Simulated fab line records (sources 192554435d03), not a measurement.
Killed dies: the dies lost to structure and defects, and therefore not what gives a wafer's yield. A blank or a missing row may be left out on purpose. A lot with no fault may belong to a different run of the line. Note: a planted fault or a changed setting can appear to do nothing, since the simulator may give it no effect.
Matching of chambers ; flow n5 finfet ; rie diel-04 running N5_BEOL_M0_CUTY_DESCUM_61: 4 sister chambers
The step chemistry O2, time 7.9 s. 18 wafers are shown with their chamber, then 9 later ones without.

WAFERS PAIRED WITH THEIR CHAMBERS
wafer;chamber;showerhead plenum p Torr (Torr);drypump motor current A (A);throttle valve pct (%)
L081.1;3;2.15;5.4;20.50
L081.3;1;2.15;5.4;20.32
L081.4;0;2.07;6.0;20.30
L083.1;0;2.07;6.0;20.31
L083.5;3;2.15;5.3;20.52
L083.6;2;2.09;6.2;20.43
L085.3;3;2.15;5.4;20.52
L085.4;2;2.09;6.2;20.45
L085.6;1;2.15;5.3;20.32
L086.2;2;2.08;6.2;20.44
L086.3;0;2.06;6.0;20.30
L086.6;3;2.15;5.3;20.53
L088.3;1;2.15;5.3;20.34
L088.5;0;2.06;6.0;20.32
L088.6;3;2.15;5.3;20.53
L089.2;2;2.08;6.2;20.46
L089.4;1;2.15;5.4;20.35
L089.5;0;2.06;6.0;20.31

SIGNATURES (averages over the wafers above)
reading;chamber 0;chamber 1;chamber 2;chamber 3;scatter within a chamber
showerhead plenum p Torr;2.0640;2.1500;2.0850;2.1500;0.00396
drypump motor current A;6.000;5.350;6.200;5.340;0.0396
throttle valve pct;20.3080;20.3325;20.4450;20.5200;0.0121
Rule: for each reading, subtract the chamber's mean from the wafer's reading, divide by that reading's scatter and square the result; add these up over the readings and take the root, which gives the wafer's distance from the chamber. The wafer belongs to the nearest chamber; if the next one is less than 2 further off, it can't be placed. The scatter is the square root of a quotient: the sum, over the shown wafers, of each reading's squared deviation from its chamber's mean, divided by wafers minus chambers.

WAFERS WHOSE CHAMBER IS MISSING
wafer;showerhead plenum p Torr (Torr);drypump motor current A (A);throttle valve pct (%)
L091.1;2.14;5.3;20.35
L091.3;2.06;6.0;20.33
L091.4;2.08;6.2;20.47
L093.3;2.06;6.0;20.35
L093.5;2.06;6.0;20.34
L093.6;2.14;5.3;20.54
L095.1;2.14;5.3;20.56
L095.4;2.14;5.3;20.56
L095.6;2.08;6.2;20.48

WHICH CHAMBER EACH WENT THROUGH
wafer;from the rows above;in truth
L091.1;1;1
L091.3;0;0
L091.4;2;2
L093.3;0;0
L093.5;0;0
L093.6;3;3
L095.1;3;3
L095.4;3;3
L095.6;2;2
Correct placement for 9 of the 9. From these rows, 0 cannot be placed. 0 placed wrongly.
